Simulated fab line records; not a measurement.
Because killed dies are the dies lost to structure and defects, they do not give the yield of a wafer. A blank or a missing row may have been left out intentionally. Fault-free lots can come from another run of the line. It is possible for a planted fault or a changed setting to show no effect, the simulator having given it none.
Matching of chambers ; flow n5 finfet ; 3 sister chambers for N5_BEOL_M5_ILD_DEP_00 on pecvd-03
The step deposits SiCOH lowk from DEMS/porogen, target thk 140.64 nm, time 25.9 s. 20 wafers are shown with their chamber, then 10 later ones without.

## WAFERS, EACH WITH ITS CHAMBER
wafer;chamber;throttle valve pct (%);showerhead plenum p Torr (Torr);heater power w (W)
L077.1;2;13.0;5.750;333
L077.2;0;14.5;5.742;331
L077.3;0;14.3;5.739;347
L079.1;1;14.6;5.758;330
L079.4;1;14.6;5.746;325
L079.6;2;12.7;5.729;372
L082.1;0;14.6;5.745;325
L082.3;1;14.5;5.756;358
L082.6;1;14.5;5.751;273
L084.3;2;13.2;5.728;386
L084.5;0;14.9;5.727;353
L084.6;2;13.1;5.735;384
L087.2;2;13.1;5.725;310
L087.3;0;14.2;5.715;297
L087.4;1;14.3;5.759;309
L088.2;1;14.7;5.761;315
L088.5;2;13.3;5.744;300
L088.6;0;14.4;5.726;325
L091.2;2;13.1;5.739;368
L091.4;2;13.0;5.750;370

SIGNATURES (means of the wafers above)
reading;chamber 0;chamber 1;chamber 2;scatter within a chamber
throttle valve pct;14.483;14.533;13.062;0.191
showerhead plenum p Torr;5.73233;5.75517;5.73750;0.00942
heater power w;329.67;318.33;352.88;28.5
Rule: distance of a wafer from a chamber = root of the sum over the readings of ((wafer's reading minus chamber's mean) / reading's scatter) squared. The wafer belongs to the nearest chamber; if the next one is less than 2 further off, it can't be placed. How the scatter is found: for the shown wafers, subtract from each reading the mean of its chamber, square and add these, divide the total by (wafers less chambers), then take the root.

## WAFERS WHOSE CHAMBER IS MISSING
wafer;throttle valve pct (%);showerhead plenum p Torr (Torr);heater power w (W)
L091.5;14.7;5.752;351
L093.1;14.2;5.760;315
L093.3;14.5;5.736;354
L093.5;14.6;5.739;281
L097.1;13.3;5.735;316
L097.2;14.1;5.768;340
L097.3;13.2;5.742;323
L097.4;14.3;5.746;348
L097.5;14.7;5.772;343
L097.6;13.1;5.754;320

## WHICH CHAMBER EACH WENT THROUGH
wafer;from the rows above;in truth
L091.5;can't be placed: 1 or 0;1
L093.1;can't be placed: 1 or 0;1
L093.3;can't be placed: 0 or 1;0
L093.5;can't be placed: 0 or 1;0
L097.1;2;2
L097.2;can't be placed: 1 or 0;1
L097.3;2;2
L097.4;can't be placed: 0 or 1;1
L097.5;1;1
L097.6;2;2
Correct placement for 4 of the 10. Unplaceable from these rows: 6, with the true chamber sitting among the candidates in 6. Number placed wrongly: 0.
